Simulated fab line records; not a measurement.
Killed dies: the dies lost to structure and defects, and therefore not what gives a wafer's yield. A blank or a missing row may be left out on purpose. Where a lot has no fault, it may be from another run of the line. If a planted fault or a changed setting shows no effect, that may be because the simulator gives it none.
Matching of chambers :: flow nand harc :: pecvd-04 running NHARC_P_M0_PRE_CLEAN_31: 3 sister chambers
The step time 12 s. 6 wafers are shown with their chamber, then 8 later ones without.

WAFERS WITH THEIR CHAMBER
wafer: L260.1
chamber: 0
heater power w (W): 715

wafer: L260.3
chamber: 1
heater power w (W): 643

wafer: L261.3
chamber: 0
heater power w (W): 672

wafer: L261.4
chamber: 1
heater power w (W): 764

wafer: L261.5
chamber: 2
heater power w (W): 674

wafer: L262.1
chamber: 2
heater power w (W): 595

WAFERS MISSING THEIR CHAMBER
wafer: L262.4
heater power w (W): 665

wafer: L262.6
heater power w (W): 599

wafer: L265.1
heater power w (W): 689

wafer: L265.4
heater power w (W): 728

wafer: L265.6
heater power w (W): 670

wafer: L276.1
heater power w (W): 590

wafer: L276.4
heater power w (W): 683

wafer: L276.5
heater power w (W): 668

WHICH CHAMBER EACH WENT THROUGH
wafer: L262.4
from the rows above: can't be placed: 0 or 2 or 1
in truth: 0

wafer: L262.6
from the rows above: can't be placed: 2 or 0 or 1
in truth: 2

wafer: L265.1
from the rows above: can't be placed: 0 or 1 or 2
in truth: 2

wafer: L265.4
from the rows above: can't be placed: 1 or 0 or 2
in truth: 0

wafer: L265.6
from the rows above: can't be placed: 0 or 1 or 2
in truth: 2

wafer: L276.1
from the rows above: can't be placed: 2 or 0 or 1
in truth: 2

wafer: L276.4
from the rows above: can't be placed: 0 or 1 or 2
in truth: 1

wafer: L276.5
from the rows above: can't be placed: 0 or 2 or 1
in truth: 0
0 of 8 placed correctly. Unplaceable from these rows: 8, with the true chamber sitting among the candidates in 8. Placed wrongly: 0.
How it was worked out, from the rows above alone: a wafer's distance from a chamber is the root of the sum, over the readings, of the square of ((its reading less the chamber's mean) divided by the reading's scatter). If the next closest chamber is less than 2 further off than the closest, the wafer can't be placed; otherwise it belongs to the closest. Each chamber's mean is taken over the wafers shown for it. The scatter: take each reading less its chamber's mean, square it, sum over the shown wafers, divide by the number of wafers less the number of chambers, and take the root.
